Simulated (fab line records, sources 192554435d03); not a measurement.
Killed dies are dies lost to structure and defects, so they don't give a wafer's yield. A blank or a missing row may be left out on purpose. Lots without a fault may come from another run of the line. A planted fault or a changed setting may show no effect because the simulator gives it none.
fab line records | flow n5_finfet
record lots=23 wafers=69 last_day=18
route steps=1938 shown BEOL_M13@1675
lots that met no fault: from a run of the same line without faults
start_h: hours from the record's first day to the start of the lot's first wafer shown | wait_h: hours since the lot's step before | " the same as in the row above | L1.1+2: a row that stands for several wafers | - no value, or no start given | * or withheld: withheld | < > ~ a bound
route shown NAME@n: a module of which the file shows steps, and the number in the route of the first | usual: mean/standard deviation of fault-free wafers | same: alike in all rows | chamber/n: place in a boat | sites: the reading at each site | _std_site: their standard deviation | _edge_site: outer sites' mean less inner sites' | radius_mm: how far each site lies from the wafer's centre | mask NAME#n: copy n | behind: the tool/chamber that last shaped the wafer | hold: why the lot was held/for how many hours/how that ended | device: the transistor (n, p or np) that didn't switch | end of line: the same wafers' tests at the end of the route | a step without rows: its recipe alone | killed: dies lost to structure and defects at the first sort, not the wafer's yield | map: a wafer's dies, x killed, . not, _ none there
set.NAME: the setting as run; set.NAME@STEP: as run at that earlier step | model.NAME: the simulator's own value behind a step, which no gauge read
steps of the route over a sample of lots; a table a step, a row a wafer
services: from which hour (start_h, from the record's first day; less than 0 if before it) a tool's chamber was out of use, for how many hours, and why
## steps
# step N5_BEOL_M13_STRIP_63
# recipe chemistry=N2/H2 power_w=1000 temp_c=250 h2_frac=0.65 overash_fraction=0.3 pressure_mtorr=1000 n2_flow_sccm=1750 h2_flow_sccm=3250
# usual drypump_motor_current_A=5.6/0.36 heater_power_w=314/11 n2_flow_sccm=1751/5.1 oes_product_au=0.674/0.0049 strip_time_to_endpoint_s=27.9/1 temp_c=250.01/0.19
# columns lot.wafer tool chamber start_h wait_h drypump_motor_current_A heater_power_w n2_flow_sccm oes_product_au rf_hours_counter_h strip_time_to_endpoint_s temp_c
L074.4 plasma_asher-01 1 241.57 - 5.4 294 1747 0.674 - 27.5 249.93
L074.5 " 0 " " 6.0 319 1754 0.673 - 27.8 249.97
L074.6 " 1 " " 5.4 290 1748 0.673 - 26.5 250.23
L075.2 plasma_asher-01 0 249.51 - 6.1 316 1747 0.676 69 27.8 250.00
L075.4 " 1 " " 5.4 292 1764 0.679 - 27.5 250.16
L075.6 " 1 " " 5.4 292 1756 0.659 - 26.3 250.01
L077.1 plasma_asher-02 1 252.69 - 5.1 316 1756 0.673 126 28.3 249.92
L077.2 " 0 " " 5.8 321 1747 0.678 126 29.4 250.16
L077.5 " 1 " " 5.1 311 1751 0.679 - 29.1 249.78
L076.2 plasma_asher-02 0 261.23 - 5.8 323 1769 0.674 127 28.7 250.21
L076.3 " 1 " " 5.1 322 1753 0.673 - 28.2 250.07
L076.5 " 0 " " 5.8 312 1759 0.671 - 27.8 249.67
L079.3 plasma_asher-02 0 284.48 - 5.8 318 1750 0.673 - 28.6 250.01
L079.4 " 1 " " 5.1 314 1753 0.671 - 26.7 249.86
L079.5 " 1 " " 5.1 312 1749 0.671 - 26.6 250.30
L078.2 plasma_asher-01 1 286.80 - 5.4 290 1753 0.671 76 27.8 249.71
L078.5 " 1 " " 5.4 298 1762 0.675 - 28.5 249.91
L078.6 " 0 " " 6.0 313 1749 0.671 - 27.4 249.94
L082.1 plasma_asher-02 1 290.10 - 5.1 315 1746 0.677 133 29.9 250.06
L082.3 " 0 " " 5.8 327 1750 0.681 - 28.9 250.06
L082.5 " 0 " " 5.8 326 1756 0.673 - 28.1 250.23
L080.2 plasma_asher-02 0 295.23 - 5.8 315 1754 0.671 134 28.7 250.13
L080.5 " 0 " " 5.8 323 1756 0.671 - 26.7 249.90
L080.6 " 1 " " 5.1 314 1748 0.673 - 27.2 250.04
L081.2 plasma_asher-01 1 302.32 - 5.4 288 1753 0.670 79 28.8 250.07
L081.4 " 1 " " 5.4 297 1751 0.672 - 27.2 249.84
L081.5 " 0 " " 6.0 314 1752 0.668 - 28.5 250.06
L085.1 plasma_asher-01 0 311.03 - 6.0 327 1751 0.674 81 29.9 249.88
L085.2 " 1 " " 5.4 293 1744 0.676 81 28.3 250.18
L085.6 " 1 " " 5.4 297 1745 0.670 - 28.2 250.19
L083.1 plasma_asher-02 0 313.04 - 5.8 321 1756 0.682 137 28.4 250.46
L083.3 " 1 " " 5.1 319 1746 0.676 - 29.7 249.68
L083.4 " 0 " " 5.8 322 1749 0.680 - 28.0 250.16
L087.3 plasma_asher-01 1 318.74 - 5.4 293 1748 0.682 - 27.9 250.18
L087.4 " 0 " " 6.1 320 1750 0.679 - 27.0 249.85
L087.5 " 1 " " 5.4 298 1756 0.672 - 26.3 250.23
L086.3 plasma_asher-01 0 321.06 - 6.1 314 1751 0.672 - 29.9 249.95
L086.4 " 1 " " 5.4 295 1749 0.674 - 27.7 249.83
L086.5 " 1 " " 5.4 295 1747 0.678 - 28.0 249.90
L084.2 plasma_asher-02 0 321.62 - 5.8 322 1749 0.674 140 28.6 250.04
L084.4 " 1 " " 5.1 313 1755 0.673 - 27.9 250.37
L084.6 " 1 " " 5.1 320 1748 0.678 - 27.0 249.75
L088.2 plasma_asher-02 0 328.12 - 5.8 328 1756 0.679 141 30.8 249.93
L088.4 " 0 " " 5.8 324 1745 0.671 - 26.9 250.20
L088.5 " 0 " " 5.8 321 1755 0.664 - 29.0 250.21
L089.2 plasma_asher-01 0 332.32 - 6.0 318 1752 0.676 86 26.9 250.08
L089.3 " 0 " " 6.0 319 1750 0.677 - 26.9 249.82
L089.5 " 0 " " 6.0 317 1751 0.673 - 25.8 249.92
L090.3 plasma_asher-01 0 352.93 - 6.1 323 1748 0.681 - 27.9 250.00
L090.4 " 1 " " 5.4 296 1751 0.668 - 25.8 249.74
L090.5 " 0 " " 6.0 317 1748 0.669 - 27.7 249.99
L091.1 plasma_asher-01 0 358.16 - 6.1 321 1745 0.676 91 28.6 250.03
L091.2 " 1 " " 5.4 285 1747 0.674 91 28.6 249.76
L091.3 " 0 " " 6.0 324 1741 0.684 - 29.8 250.15
L092.1 plasma_asher-02 1 358.45 - 5.1 322 1744 0.676 146 30.0 249.95
L092.2 " 0 " " 5.8 323 1754 0.673 146 28.7 249.98
L092.3 " 1 " " 5.1 316 1745 0.676 - 28.0 250.08
L093.2 plasma_asher-02 0 368.71 - 5.8 321 1748 0.674 148 27.7 249.94
L093.3 " 1 " " 5.1 321 1756 0.675 - 28.5 250.11
L093.4 " 0 " " 5.8 322 1744 0.672 - 27.0 250.00
L094.1 plasma_asher-02 1 377.34 - 5.1 316 1751 0.685 150 28.3 249.92
L094.5 " 0 " " 5.8 322 1759 0.670 - 27.1 250.32
L094.6 " 1 " " 5.1 312 1746 0.669 - 25.8 250.00
L097.2 plasma_asher-02 0 385.79 - 5.8 322 1751 0.678 151 28.6 249.84
L097.4 " 1 " " 5.1 316 1752 0.666 - 27.8 250.17
L097.5 " 0 " " 5.8 321 1741 0.680 - 26.8 249.76
L096.1 plasma_asher-02 0 392.61 - 5.8 328 1750 0.682 153 27.9 249.96
L096.2 " 1 " " 5.1 321 1746 0.677 153 27.9 249.99
L096.4 " 1 " " 5.1 315 1749 0.676 - 27.2 250.16
# step N5_BEOL_M13_CD_MEAS_17
# recipe target_cd_nm=190 polarity=opening
# usual cd_nm=190.0/1.4
# columns lot.wafer tool chamber start_h wait_h cd_nm
L074.4 cd_sem-03 - 241.77 0.0 190.7
L074.5 " - " " 189.2
L074.6 " - " " 190.6
L075.2 cd_sem-03 - 249.71 0.0 190.8
L075.4 " - " " 190.6
L075.6 " - " " 189.5
L077.1 cd_sem-01 - 252.90 0.0 191.0
L077.2 " - " " 188.9
L077.5 " - " " 189.2
L076.2 cd_sem-03 - 261.44 0.0 187.9
L076.3 " - " " 189.0
L076.5 " - " " 187.7
L079.3 cd_sem-02 - 284.67 0.0 189.2
L079.4 " - " " 190.4
L079.5 " - " " 187.7
L078.2 cd_sem-03 - 287.01 0.0 189.1
L078.5 " - " " 190.0
L078.6 " - " " 188.0
L082.1 cd_sem-03 - 290.30 0.0 189.8
L082.3 " - " " 192.1
L082.5 " - " " 193.2
L080.2 cd_sem-03 - 295.44 0.0 188.4
L080.5 " - " " 189.4
L080.6 " - " " 191.9
L081.2 cd_sem-01 - 302.53 0.0 189.9
L081.4 " - " " 190.8
L081.5 " - " " 190.0
L085.1 cd_sem-01 - 311.24 0.0 190.9
L085.2 " - " " 188.8
L085.6 " - " " 189.6
L083.1 cd_sem-02 - 313.24 0.0 188.1
L083.3 " - " " 185.7
L083.4 " - " " 190.3
L087.3 cd_sem-01 - 318.93 0.0 189.0
L087.4 " - " " 189.2
L087.5 " - " " 187.4
L086.3 cd_sem-01 - 321.25 0.0 189.2
L086.4 " - " " 188.8
L086.5 " - " " 190.8
L084.2 cd_sem-01 - 321.83 0.0 190.7
L084.4 " - " " 192.1
L084.6 " - " " 190.1
L088.2 cd_sem-03 - 328.32 0.0 191.3
L088.4 " - " " 190.5
L088.5 " - " " 190.4
L089.2 cd_sem-02 - 332.53 0.0 189.9
L089.3 " - " " 190.5
L089.5 " - " " 190.4
L090.3 cd_sem-02 - 353.12 0.0 190.6
L090.4 " - " " 190.4
L090.5 " - " " 191.3
L091.1 cd_sem-01 - 358.36 0.0 190.8
L091.2 " - " " 191.2
L091.3 " - " " 191.3
L092.1 cd_sem-02 - 358.65 0.0 189.5
L092.2 " - " " 191.9
L092.3 " - " " 189.6
L093.2 cd_sem-03 - 368.92 0.0 190.0
L093.3 " - " " 191.2
L093.4 " - " " 187.7
L094.1 cd_sem-01 - 377.55 0.0 190.3
L094.5 " - " " 189.0
L094.6 " - " " 189.9
L097.2 cd_sem-03 - 386.00 0.0 191.2
L097.4 " - " " 190.0
L097.5 " - " " 190.1
L096.1 cd_sem-03 - 392.82 0.0 191.7
L096.2 " - " " 189.7
L096.4 " - " " 190.1
# step N5_BEOL_M13_DESCUM_33
# recipe chemistry=O2 time_s=7.9 source_power_w=50 bias_power_w=20 pressure_mtorr=20 rf_frequency_hz=2.712e+07 temp_c=40 o2_flow_sccm=225
# usual bias_power_w=19.99/0.054 drypump_motor_current_A=5.8/0.35 oes_product_au=0.81/0.092 rf_vpp_V=243.1/1.2 showerhead_plenum_p_Torr=2.10/0.052 temp_c=40.00/0.11 throttle_valve_pct=20.30/0.17
# columns lot.wafer tool chamber start_h wait_h bias_power_w drypump_motor_current_A oes_product_au rf_hours_counter_h rf_vpp_V showerhead_plenum_p_Torr temp_c throttle_valve_pct
L074.4 rie_diel-05 0 242.18 0.0 20.02 5.4 0.87 42 244.8 2.23 39.92 20.41
L074.5 " 1 " " 19.96 5.2 0.73 - 243.4 2.10 40.05 20.25
L074.6 " 2 " " 20.00 5.9 0.71 - 241.4 2.07 40.02 20.48
L075.2 rie_diel-04 1 250.25 0.0 20.00 6.3 0.68 247 244.6 2.14 39.90 20.66
L075.4 " 2 " " 20.09 6.2 0.85 48 242.2 2.05 39.98 19.96
L075.6 " 2 " " 19.94 6.2 0.86 - 243.3 2.05 40.00 19.97
L077.1 rie_diel-01 3 253.32 0.0 19.97 5.6 0.71 163 241.6 2.00 39.96 20.35
L077.2 " 0 " " 20.07 5.3 0.80 84 242.7 2.11 39.94 20.39
L077.5 " 3 " " 19.99 5.7 0.71 - 241.7 2.00 39.96 20.34
L076.2 rie_diel-05 0 261.99 0.0 19.96 5.4 0.86 47 245.4 2.23 40.13 20.43
L076.3 " 3 " " 20.07 5.6 0.66 234 243.3 2.08 39.92 20.59
L076.5 " 0 " " 19.92 5.4 0.86 - 245.4 2.23 40.05 20.41
L079.3 rie_diel-04 2 285.09 0.0 19.95 6.2 0.83 62 243.7 2.05 40.13 19.99
L079.4 " 2 " " 19.86 6.2 0.83 - 242.8 2.05 39.99 19.99
L079.5 " 0 " " 20.06 5.7 0.92 - 243.9 2.14 39.92 20.20
L078.2 rie_diel-01 1 288.14 0.7 19.99 5.5 0.70 205 243.7 2.08 39.91 20.45
L078.5 " 0 " " 19.97 5.3 0.78 - 243.2 2.11 40.10 20.40
L078.6 " 1 " " 19.95 5.5 0.72 - 243.0 2.08 40.05 20.45
L082.1 rie_diel-05 2 290.84 0.0 20.07 5.9 0.70 246 241.5 2.07 39.97 20.51
L082.3 " 0 " " 20.07 5.4 0.85 54 246.4 2.22 40.01 20.44
L082.5 " 2 " " 20.04 5.9 0.70 - 243.0 2.07 39.82 20.50
L080.2 rie_diel-04 2 295.99 0.0 19.98 6.2 0.83 66 242.8 2.05 39.79 19.99
L080.5 " 2 " " 20.00 6.2 0.82 - 242.6 2.05 39.89 20.01
L080.6 " 3 " " 19.93 5.9 0.89 - 243.3 2.12 39.97 20.17
L081.2 rie_diel-04 2 303.36 0.4 19.93 6.2 0.82 70 241.8 2.05 40.18 19.98
L081.4 " 1 " " 19.97 6.3 0.99 5 244.6 2.14 39.93 20.25
L081.5 " 2 " " 20.09 6.2 0.82 - 242.4 2.05 40.13 20.01
L085.1 rie_diel-05 1 311.65 0.0 19.97 5.2 0.71 181 244.9 2.09 40.13 20.28
L085.2 " 0 " " 19.94 5.4 0.86 56 243.6 2.22 40.06 20.44
L085.6 " 1 " " 19.98 5.2 0.71 - 242.2 2.09 40.04 20.29
L083.1 rie_diel-05 0 313.66 0.0 19.94 5.4 0.86 57 245.2 2.22 39.85 20.44
L083.3 " 3 " " 20.03 5.6 0.65 246 239.9 2.07 39.84 20.59
L083.4 " 2 " " 20.06 5.9 0.70 249 244.0 2.07 40.01 20.51
L087.3 rie_diel-01 2 319.73 0.3 19.94 5.4 0.93 9 241.9 2.06 40.12 20.52
L087.4 " 0 " " 19.96 5.3 0.77 111 242.5 2.10 39.82 20.44
L087.5 " 1 " " 20.08 5.6 0.70 - 241.5 2.07 40.15 20.46
L086.3 rie_diel-04 0 321.67 0.0 19.99 5.6 0.90 35 242.9 2.13 39.99 20.22
L086.4 " 3 " " 20.04 5.9 0.87 40 243.2 2.12 39.94 20.20
L086.5 " 1 " " 19.99 6.3 0.95 - 243.4 2.14 39.90 20.30
L084.2 rie_diel-04 0 322.46 0.2 20.00 5.6 0.90 35 243.6 2.13 39.93 20.23
L084.4 " 1 " " 19.98 6.2 0.95 13 243.0 2.14 39.90 20.26
L084.6 " 3 " " 20.05 5.9 0.87 - 243.8 2.12 40.01 20.21
L088.2 rie_diel-05 0 329.01 0.3 20.08 5.4 0.84 63 243.6 2.22 40.25 20.44
L088.4 " 0 " " 20.04 5.4 0.85 - 245.4 2.22 40.11 20.45
L088.5 " 1 " " 19.98 5.2 0.72 - 242.7 2.09 40.11 20.30
L089.2 rie_diel-01 0 332.95 0.0 19.99 5.3 0.77 114 244.1 2.10 40.02 20.44
L089.3 " 1 " " 19.92 5.5 0.69 221 243.7 2.07 40.03 20.45
L089.5 " 2 " " 20.00 5.3 0.93 - 242.1 2.05 39.98 20.53
L090.3 rie_diel-05 2 353.54 0.0 20.06 5.9 0.95 2 243.3 2.06 39.70 20.18
L090.4 " 1 " " 20.07 5.2 0.71 - 241.8 2.09 39.99 20.30
L090.5 " 0 " " 19.99 5.4 0.83 - 244.9 2.22 40.06 20.47
L091.1 rie_diel-05 0 358.92 0.2 20.02 5.4 0.83 73 243.0 2.22 39.57 20.46
L091.2 " 2 " " 19.91 5.8 0.93 4 241.2 2.06 40.16 20.19
L091.3 " 1 " " 20.06 5.2 0.71 198 242.7 2.09 39.97 20.30
L092.1 rie_diel-04 3 359.39 0.2 20.02 5.9 0.85 51 243.6 2.11 40.10 20.22
L092.2 " 1 " " 20.02 6.3 0.92 23 241.3 2.14 40.04 20.29
L092.3 " 0 " " 19.97 5.6 0.88 46 243.4 2.13 39.98 20.25
L093.2 rie_diel-04 0 369.33 0.0 19.94 5.7 0.87 49 244.0 2.13 40.14 20.25
L093.3 " 2 " " 19.97 6.2 0.79 89 241.6 2.04 40.10 20.02
L093.4 " 1 " " 19.92 6.3 0.92 26 243.6 2.14 40.03 20.29
L094.1 rie_diel-04 1 377.97 0.0 19.92 6.3 0.92 28 243.3 2.13 40.21 20.27
L094.5 " 2 " " 20.08 6.2 0.80 - 242.9 2.04 39.84 20.03
L094.6 " 1 " " 19.98 6.2 0.93 - 243.7 2.13 40.18 20.29
L097.2 rie_diel-04 3 386.41 0.0 20.03 5.9 0.84 58 243.2 2.11 39.97 20.23
L097.4 " 1 " " 20.02 6.3 0.91 30 243.9 2.13 40.01 20.30
L097.5 " 1 " " 20.10 6.3 0.93 - 243.2 2.13 39.96 20.30
L096.1 rie_diel-04 0 393.36 0.0 19.98 5.6 0.87 56 244.7 2.13 39.99 20.26
L096.2 " 3 " " 20.07 5.9 0.83 60 244.0 2.11 40.05 20.22
L096.4 " 2 " " 19.97 6.2 0.79 96 242.3 2.04 40.02 20.03
# step N5_BEOL_M13_ETCH_67
# recipe chemistry=CF4 target=SiARC target_depth_a=1430 time_s=238.3 ion_energy_ev=80 pressure_mtorr=40 source_w=545 bias_w=36 Ar_flow_sccm=100 cf4_flow_sccm=100 ends=cleared
# usual drypump_motor_current_A=5.8/0.36 etch_rf_on_time_s=237/6.6 mfc_ar_sccm=99.99/0.29 oes_product_au=0.70/0.078 rf_vpp_V=184.2/1.1 showerhead_plenum_p_Torr=2.15/0.06 throttle_valve_pct=15.47/0.2
# columns lot.wafer tool chamber start_h wait_h drypump_motor_current_A etch_rf_on_time_s mfc_ar_sccm oes_product_au rf_hours_counter_h rf_vpp_V showerhead_plenum_p_Torr throttle_valve_pct
L074.4 rie_diel-05 0 242.21 0.0 5.4 239 100.21 0.74 42 185.8 2.28 15.56
L074.5 " 1 " " 5.2 239 99.65 0.63 - 183.6 2.14 15.40
L074.6 " 2 " " 5.8 244 100.26 0.60 - 184.0 2.11 15.70
L075.2 rie_diel-04 1 250.29 0.0 6.3 237 100.25 0.59 247 185.0 2.20 15.92
L075.4 " 2 " " 6.2 232 99.87 0.73 48 184.5 2.08 15.03
L075.6 " 2 " " 6.2 230 99.92 0.73 - 181.6 2.08 15.02
L077.1 rie_diel-01 3 253.35 0.0 5.7 245 100.05 0.61 163 182.5 2.04 15.47
L077.2 " 0 " " 5.3 236 99.93 0.70 84 184.2 2.16 15.55
L077.5 " 3 " " 5.7 247 100.39 0.60 - 183.7 2.04 15.47
L076.2 rie_diel-05 0 262.02 0.0 5.4 234 100.16 0.74 47 185.2 2.28 15.56
L076.3 " 3 " " 5.6 252 99.96 0.56 234 184.1 2.12 15.80
L076.5 " 0 " " 5.4 236 100.37 0.75 - 185.1 2.28 15.55
L079.3 rie_diel-04 2 285.12 0.0 6.2 233 99.72 0.72 62 183.4 2.07 15.05
L079.4 " 2 " " 6.2 231 99.93 0.72 - 184.5 2.07 15.04
L079.5 " 0 " " 5.7 238 99.37 0.79 - 183.6 2.19 15.36
L078.2 rie_diel-01 1 288.19 0.0 5.5 236 100.40 0.62 205 183.1 2.12 15.67
L078.5 " 0 " " 5.3 234 99.80 0.67 - 183.4 2.16 15.59
L078.6 " 1 " " 5.6 234 100.50 0.62 - 183.5 2.12 15.67
L082.1 rie_diel-05 2 290.88 0.0 5.9 239 99.93 0.59 246 184.6 2.11 15.72
L082.3 " 0 " " 5.4 235 99.65 0.74 54 186.3 2.28 15.56
L082.5 " 2 " " 5.9 239 100.40 0.60 - 182.3 2.11 15.75
L080.2 rie_diel-04 2 296.03 0.0 6.2 231 99.68 0.71 66 182.1 2.07 15.08
L080.5 " 2 " " 6.2 233 100.20 0.71 - 182.7 2.07 15.07
L080.6 " 3 " " 5.9 241 99.86 0.75 - 185.0 2.19 15.48
L081.2 rie_diel-04 2 303.40 0.0 6.2 230 100.09 0.71 70 183.4 2.07 15.09
L081.4 " 1 " " 6.2 227 99.66 0.84 5 184.0 2.19 15.42
L081.5 " 2 " " 6.2 230 100.02 0.70 - 182.2 2.07 15.05
L085.1 rie_diel-05 1 311.69 0.0 5.2 241 100.15 0.62 181 184.8 2.13 15.43
L085.2 " 0 " " 5.4 236 100.29 0.73 56 186.1 2.28 15.57
L085.6 " 1 " " 5.2 240 99.94 0.62 - 184.6 2.13 15.43
L083.1 rie_diel-05 0 313.69 0.0 5.4 235 99.93 0.73 57 185.1 2.27 15.58
L083.3 " 3 " " 5.6 252 100.12 0.55 246 183.5 2.12 15.82
L083.4 " 2 " " 5.9 241 100.34 0.59 249 182.3 2.11 15.75
L087.3 rie_diel-01 2 319.77 0.0 5.4 247 100.00 0.79 9 182.4 2.10 15.60
L087.4 " 0 " " 5.3 237 100.14 0.66 111 184.9 2.15 15.62
L087.5 " 1 " " 5.5 239 99.34 0.60 - 183.9 2.12 15.71
L086.3 rie_diel-04 0 321.70 0.0 5.7 235 99.82 0.76 35 184.9 2.19 15.40
L086.4 " 3 " " 5.9 241 100.27 0.74 40 184.1 2.19 15.51
L086.5 " 1 " " 6.2 225 99.53 0.82 - 183.9 2.19 15.44
L084.2 rie_diel-04 0 322.49 0.0 5.7 237 99.65 0.76 35 184.2 2.19 15.41
L084.4 " 1 " " 6.3 229 99.69 0.82 13 186.1 2.19 15.43
L084.6 " 3 " " 5.9 242 100.46 0.73 - 186.3 2.19 15.51
L088.2 rie_diel-05 0 329.04 0.0 5.4 236 100.56 0.72 63 186.5 2.27 15.58
L088.4 " 0 " " 5.4 237 100.13 0.73 - 184.7 2.27 15.57
L088.5 " 1 " " 5.2 240 99.99 0.61 - 184.0 2.13 15.44
L089.2 rie_diel-01 0 332.98 0.0 5.3 235 99.98 0.67 115 183.5 2.15 15.63
L089.3 " 1 " " 5.5 239 99.78 0.60 221 184.0 2.12 15.71
L089.5 " 2 " " 5.4 242 99.56 0.79 - 184.4 2.10 15.62
L090.3 rie_diel-05 2 353.57 0.0 5.9 245 100.14 0.80 2 183.8 2.11 15.29
L090.4 " 1 " " 5.2 241 100.16 0.60 - 184.7 2.12 15.46
L090.5 " 0 " " 5.3 237 99.92 0.71 - 186.0 2.27 15.59
L091.1 rie_diel-05 0 358.96 0.0 5.4 236 99.97 0.71 73 185.8 2.27 15.62
L091.2 " 2 " " 5.9 243 99.61 0.80 4 183.8 2.11 15.27
L091.3 " 1 " " 5.2 237 100.74 0.61 198 183.4 2.12 15.48
L092.1 rie_diel-04 3 359.43 0.0 5.9 240 100.21 0.72 51 183.9 2.19 15.52
L092.2 " 1 " " 6.2 228 100.13 0.80 24 184.4 2.19 15.46
L092.3 " 0 " " 5.6 238 100.17 0.75 46 184.5 2.18 15.40
L093.2 rie_diel-04 0 369.37 0.0 5.6 236 100.00 0.75 49 183.9 2.18 15.44
L093.3 " 2 " " 6.2 230 100.15 0.69 90 181.7 2.06 15.12
L093.4 " 1 " " 6.3 224 99.83 0.80 26 183.9 2.18 15.46
L094.1 rie_diel-04 1 378.00 0.0 6.3 228 100.37 0.79 28 184.6 2.18 15.49
L094.5 " 2 " " 6.2 232 100.39 0.68 - 182.3 2.06 15.11
L094.6 " 1 " " 6.3 228 100.18 0.79 - 185.1 2.18 15.47
L097.2 rie_diel-04 3 386.45 0.0 5.9 241 99.88 0.72 58 186.1 2.18 15.54
L097.4 " 1 " " 6.3 225 99.85 0.79 31 185.6 2.18 15.48
L097.5 " 1 " " 6.3 226 99.81 0.80 - 184.9 2.18 15.50
L096.1 rie_diel-04 0 393.39 0.0 5.6 236 99.93 0.75 56 184.1 2.18 15.43
L096.2 " 3 " " 5.9 240 100.01 0.71 60 184.5 2.18 15.54
L096.4 " 2 " " 6.2 232 100.06 0.68 96 184.6 2.06 15.13
# step N5_BEOL_M13_PRE_CLEAN_42
# recipe gas=H2/He time_s=30 temp_c=250
# usual heater_power_w=345/43
# columns lot.wafer tool chamber start_h wait_h heater_power_w
L074.4 pvd_sputter-02 - 245.83 0.0 279
L074.5 " - " " 433
L074.6 " - " " 377
L075.2 pvd_sputter-03 - 253.30 0.0 310
L075.4 " - " " 362
L075.6 " - " " 353
L077.1 pvd_sputter-02 - 262.93 0.0 321
L077.2 " - " " 279
L077.5 " - " " 433
L076.2 pvd_sputter-02 - 263.61 0.0 271
L076.3 " - " " 415
L076.5 " - " " 317
L079.3 pvd_sputter-02 - 287.89 0.0 279
L079.4 " - " " 309
L079.5 " - " " 279
L078.2 pvd_sputter-01 - 292.71 0.0 321
L078.5 " - " " 332
L078.6 " - " " 322
L082.1 pvd_sputter-01 - 293.13 0.0 362
L082.3 " - " " 342
L082.5 " - " " 350
L080.2 pvd_sputter-03 - 299.97 0.0 353
L080.5 " - " " 366
L080.6 " - " " 358
L081.2 pvd_sputter-02 - 307.45 0.0 428
L081.4 " - " " 290
L081.5 " - " " 368
L085.1 pvd_sputter-03 - 314.37 0.0 366
L085.2 " - " " 294
L085.6 " - " " 302
L083.1 pvd_sputter-02 - 315.93 0.0 368
L083.3 " - " " 280
L083.4 " - " " 314
L087.3 pvd_sputter-01 - 325.37 0.0 319
L087.4 " - " " 383
L087.5 " - " " 349
L086.3 pvd_sputter-02 - 328.34 0.0 279
L086.4 " - " " 278
L086.5 " - " " 313
L084.2 pvd_sputter-02 - 329.78 0.0 426
L084.4 " - " " 287
L084.6 " - " " 427
L088.2 pvd_sputter-01 - 331.68 0.0 357
L088.4 " - " " 393
L088.5 " - " " 382
L089.2 pvd_sputter-03 - 335.36 0.0 326
L089.3 " - " " 296
L089.5 " - " " 364
L090.3 pvd_sputter-01 - 354.86 0.0 363
L090.4 " - " " 330
L090.5 " - " " 380
L091.1 pvd_sputter-01 - 360.33 0.0 364
L091.2 " - " " 321
L091.3 " - " " 333
L092.1 pvd_sputter-02 - 361.14 0.0 282
L092.2 " - " " 317
L092.3 " - " " 427
L093.2 pvd_sputter-01 - 371.51 0.0 334
L093.3 " - " " 318
L093.4 " - " " 360
L094.1 pvd_sputter-03 - 378.98 0.0 371
L094.5 " - " " 362
L094.6 " - " " 359
L097.2 pvd_sputter-02 - 389.77 0.0 318
L097.4 " - " " 424
L097.5 " - " " 372
L096.1 pvd_sputter-02 - 395.24 0.0 369
L096.2 " - " " 433
L096.4 " - " " 275
# step N5_BEOL_M13_THK_MEAS_50
# recipe thk_meas_gauge=xrf reads=Cu_of_BEOL_M13_ECD_47
# usual M13_THK=431/10
# columns lot.wafer tool chamber start_h wait_h M13_THK[nm]
L074.4 film_metro-02 - 248.11 - 423
L074.5 " - " " 420
L074.6 " - " " 425
L075.2 film_metro-02 - 254.64 - 427
L075.4 " - " " 440
L075.6 " - " " 444
L077.1 film_metro-02 - 264.00 - 424
L077.2 " - " " 435
L077.5 " - " " 420
L076.2 film_metro-02 - 265.07 - 427
L076.3 " - " " 422
L076.5 " - " " 427
L079.3 film_metro-02 - 289.10 - 443
L079.4 " - " " 440
L079.5 " - " " 449
L078.2 film_metro-01 - 293.79 - 416
L078.5 " - " " 419
L078.6 " - " " 417
L082.1 film_metro-02 - 294.33 - 434
L082.3 " - " " 433
L082.5 " - " " 434
L080.2 film_metro-02 - 301.04 - 437
L080.5 " - " " 440
L080.6 " - " " 431
L081.2 film_metro-02 - 308.54 0.2 437
L081.4 " - " " 446
L081.5 " - " " 439
L085.1 film_metro-02 - 315.45 - 424
L085.2 " - " " 431
L085.6 " - " " 427
L083.1 film_metro-02 - 317.63 - 429
L083.3 " - " " 417
L083.4 " - " " 431
L087.3 film_metro-01 - 326.76 - 430
L087.4 " - " " 429
L087.5 " - " " 422
L086.3 film_metro-01 - 329.41 - 438
L086.4 " - " " 430
L086.5 " - " " 443
L084.2 film_metro-02 - 330.85 - 447
L084.4 " - " " 448
L084.6 " - " " 433
L088.2 film_metro-01 - 332.79 - 426
L088.4 " - " " 427
L088.5 " - " " 410
L089.2 film_metro-02 - 336.59 - 430
L089.3 " - " " 423
L089.5 " - " " 432
L090.3 film_metro-01 - 355.94 - 420
L090.4 " - " " 407
L090.5 " - " " 421
L091.1 film_metro-01 - 361.44 - 426
L091.2 " - " " 424
L091.3 " - " " 413
L092.1 film_metro-01 - 362.21 - 427
L092.2 " - " " 441
L092.3 " - " " 431
L093.2 film_metro-01 - 372.64 - 436
L093.3 " - " " 437
L093.4 " - " " 438
L094.1 film_metro-01 - 380.15 - 439
L094.5 " - " " 437
L094.6 " - " " 442
L097.2 film_metro-02 - 391.02 - 427
L097.4 " - " " 443
L097.5 " - " " 446
L096.1 film_metro-02 - 396.62 - 447
L096.2 " - " " 436
L096.4 " - " " 444
## services
# columns tool chamber start_h hours kind
rie_diel-01 3 226.04 5.8 repair
rie_diel-01 2 236.17 32.3 repair
rie_diel-01 - 236.82 0.8 repair
plasma_asher-02 - 253.82 1.1 repair
rie_diel-04 1 253.83 13.9 repair
rie_diel-04 1 274.71 - clean
rie_diel-04 1 274.71 - consumable_replace:focus_ring
rie_diel-04 1 274.71 15.4 scheduled_down
rie_diel-04 1 274.71 15.4 vent_cycle
rie_diel-01 1 279.30 8.4 repair
rie_diel-01 3 286.15 4.1 repair
rie_diel-04 3 287.19 4.6 repair
pvd_sputter-02 - 288.76 8.9 repair
rie_diel-05 - 295.90 14.6 pm
rie_diel-05 2 318.19 - clean
rie_diel-05 2 318.19 - consumable_replace:focus_ring
rie_diel-05 2 318.19 28.1 scheduled_down
rie_diel-05 2 318.19 28.1 vent_cycle
pvd_sputter-01 - 326.48 1.0 repair
plasma_asher-02 - 332.03 3.5 repair
rie_diel-05 3 346.31 - clean
pvd_sputter-01 - 367.91 3.0 repair
plasma_asher-02 - 370.87 2.1 repair
rie_diel-04 - 382.56 2.8 pm
## key
fault none
